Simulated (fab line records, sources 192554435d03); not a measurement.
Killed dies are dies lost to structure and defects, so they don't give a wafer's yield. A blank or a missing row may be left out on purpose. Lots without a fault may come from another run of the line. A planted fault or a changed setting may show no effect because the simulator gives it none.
Chamber matching | flow n5_finfet | N5_BEOL_M5_ALD_86 on ald_metal-03: 4 sister chambers
The step deposits TaN, pulse time 2 s, purge time 3 s, co reactant purge time 2 s. 8 wafers are shown with their chamber, then 9 later ones without.

WAFERS WITH THEIR CHAMBER
wafer  | chamber | heater_power_w (W) | chamber_pressure_Torr (Torr)
L082.1 | 2       | 316                | 2.991
L082.2 | 1       | 499                | 2.998
L084.2 | 3       | 457                | 2.999
L084.3 | 0       | 397                | 3.004
L084.5 | 3       | 440                | 3.008
L089.4 | 0       | 407                | 3.000
L089.5 | 2       | 321                | 3.005
L089.6 | 1       | 497                | 2.997

WAFERS WITHOUT THEIR CHAMBER
wafer  | heater_power_w (W) | chamber_pressure_Torr (Torr)
L090.1 | 512                | 3.007
L090.2 | 318                | 3.007
L090.5 | 402                | 2.997
L091.2 | 487                | 2.999
L091.3 | 452                | 2.995
L091.4 | 310                | 3.004
L094.1 | 439                | 2.990
L094.4 | 487                | 3.011
L094.6 | 487                | 3.006

WHICH CHAMBER EACH WENT THROUGH
wafer  | from the rows above | in truth
L090.1 | 1                   | 1
L090.2 | 2                   | 2
L090.5 | 0                   | 0
L091.2 | 1                   | 1
L091.3 | 3                   | 3
L091.4 | 2                   | 2
L094.1 | 3                   | 3
L094.4 | 1                   | 1
L094.6 | 1                   | 1
Placed correctly: 9 of 9. Can't be placed from these rows: 0. Placed wrongly: 0.
How it was worked out, from the rows above alone: a wafer's distance from a chamber is the root of the sum, over the readings, of the square of ((its reading less the chamber's mean) divided by the reading's scatter). The wafer belongs to the nearest chamber; if the next one is less than 2 further off, it can't be placed. A chamber's mean is the mean of its shown wafers. The scatter: the root of (the sum of the squares of (reading less its chamber's mean) over the shown wafers, divided by (wafers less chambers)).
